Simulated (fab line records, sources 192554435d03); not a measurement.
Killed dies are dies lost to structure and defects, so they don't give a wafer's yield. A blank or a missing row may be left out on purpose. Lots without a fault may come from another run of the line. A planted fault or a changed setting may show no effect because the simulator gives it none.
A struck lot beside a sound one | flow n5_finfet | 35 steps out of a route of 1938
Sound: wafers L934.1, L934.4, L934.5. Struck: wafer L943.1. (L943.2, L943.6 of the same lot were not struck and are left out.) The cause comes at the end.
At each step with rows: each side's tool, then ch and its chambers, then its first start. Under that, the readings that differ: sound wafers | struck wafers | difference of the means | sigmas: that difference in standard deviations of wafers without a fault.
alike: readings whose means differ by less than 2 such deviations, and words and numbers that are the same on both sides. not compared: withheld readings, readings that some wafer has no value for, bounds like >300 that may hide the same value, and numbers for which the record gives no deviation and whose values overlap.
The two part at a step that has a row with sigmas, a row that says differs or no value, or rows on one side only. Numbers that don't overlap but have no deviation are shown without sigmas and don't part them. A reading that every wafer of one side lacks parts them only if that side has two wafers or more.

first, 11 steps without rows for these wafers: N5_BEOL_M6_HM_STRIP_39 (strips TiN in peroxide tin strip, target depth 25 nm, time 158 s); N5_BEOL_M6_SRD_40 (time 30 s); N5_BEOL_M6_PRECLEAN_42 (cleans in residue remover, time 60 s); N5_BEOL_M6_SRD_43 (time 30 s); N5_BEOL_M6_CURE_75 (cures SiCOH lowk, time 120 s); N5_BEOL_M6_DEGAS_44 (time 60 s); N5_BEOL_M6_PRE_CLEAN_45 (time 30 s); N5_BEOL_M6_ALD_77 (deposits TaN, target thk 2 nm, pulse time 2 s, purge time 3 s); N5_BEOL_M6_SURFACE_TREAT_79; N5_BEOL_M6_CVD_78 (deposits Co from CCTBA/H2, target thk 2 nm, time 142.3 s); N5_BEOL_M6_SPUTTER_48 (material Cu, target thk 10 nm, time 1.667 s).
N5_BEOL_M6_ECD_50: material Cu, target thk 300 nm.
  sound on ecd_cu-02 ch 0,1, day 9 20:31; struck on ecd_cu-01 ch 0,1, day 12 16:53
then, 22 steps without rows for these wafers: N5_BEOL_M6_ANNEAL_51 (time 90 s); N5_BEOL_M6_CMP_52 (polishes, stops on SiCOH lowk, t overpolish 6.9 s, target thk 80 nm); N5_BEOL_M6_PRE_CLEAN_55 (time 15 s); N5_BEOL_M6_DEP_56 (deposits SiCN from 3MS/NH3, target thk 10 nm, time 17.5 s); N5_BEOL_M7_ILD_DEP_00 (deposits SiCOH lowk from DEMS/porogen, target thk 179.75 nm, time 33.4 s); N5_BEOL_M7_CURE_74 (cures SiCOH lowk, time 240 s); N5_BEOL_M7_PECVD_70 (deposits SiO2 from TEOS/O2, target thk 20 nm, time 22.7 s); N5_BEOL_M7_HM_DEP_02 (deposits TiN, target thk 20 nm); N5_BEOL_M7_COAT_59 (time 60 s, resist thk 100 nm); N5_BEOL_M7_COAT_60 (time 60 s, resist thk 35 nm); N5_BEOL_M7_COAT_05 (resist thk 90 nm); N5_BEOL_M7_EBR_07; N5_BEOL_M7_SOFTBAKE_06 (time 60 s); N5_BEOL_M7_EXPOSE_08 (exposes mask M7); N5_BEOL_M7_PEB_09 (peb time 60 s); N5_BEOL_M7_DEVELOP_10 (develop time 30 s); N5_BEOL_M7_DESCUM_16 (chemistry O2, time 7.9 s); N5_BEOL_M7_ETCH_61 (etches SiARC in CF4, target depth 45.5 nm, time 75.8 s); N5_BEOL_M7_ETCH_62 (etches SOC in N2/H2, target depth 110 nm, overetch 22 nm, time 165 s); N5_BEOL_M7_STRIP_68 (strips in N2/H2); N5_BEOL_M7_STRIP_67 (strips in CF4); N5_BEOL_M7_HM_OPEN_17 (chemistry Cl2/BCl3, target TiN, target depth 20 nm, overetch 6 nm).
-- the record jumps here: 4 days lie between the struck wafers' starts before and after (it left off in module BEOL_M7 and takes up again in module PASSIVATION, whose first step shown is number 1936 of the route) --
N5_PASSIVATION_PROBE_49:
  sound on prober-02, day 13 19:19; struck on prober-01, day 16 13:20
  reading                  | sound          | struck | difference | sigmas
  defect_limited_yield (%) | 91.2 92.3 93.0 | 33.6   | -58.6      | -42
  killed_at_M4_up          | 14 7 4         | 721    | +713       | +99 or more
  killed_at_front_end      | 62 42 46       | 27     | -23        | -2
  killed_dies              | 104 91 83      | 784    | +691       | +43
  killed_on_rim            | 8 9 12         | 101    | +91        | +23
  sort_bin_5_function (%)  | 5.1 3.6 4.7    | 43.5   | +39.0      | +44
  sort_bin_6_memory (%)    | 3.4 3.1 2.1    | 18.2   | +15.3      | +23
  sort_n_pass              | 1076 1089 1097 | 396    | -691       | -25
  sort_yield_pct (%)       | 91.2 92.3 93.0 | 33.6   | -58.6      | -24
  alike: killed_at_M0_to_M3, killed_at_contacts, killed_at_other, killed_open, killed_short, sort_bin_4_leakage

WHERE THEY PART
Only at N5_PASSIVATION_PROBE_49, within this record.

WHY: what the simulator had put in
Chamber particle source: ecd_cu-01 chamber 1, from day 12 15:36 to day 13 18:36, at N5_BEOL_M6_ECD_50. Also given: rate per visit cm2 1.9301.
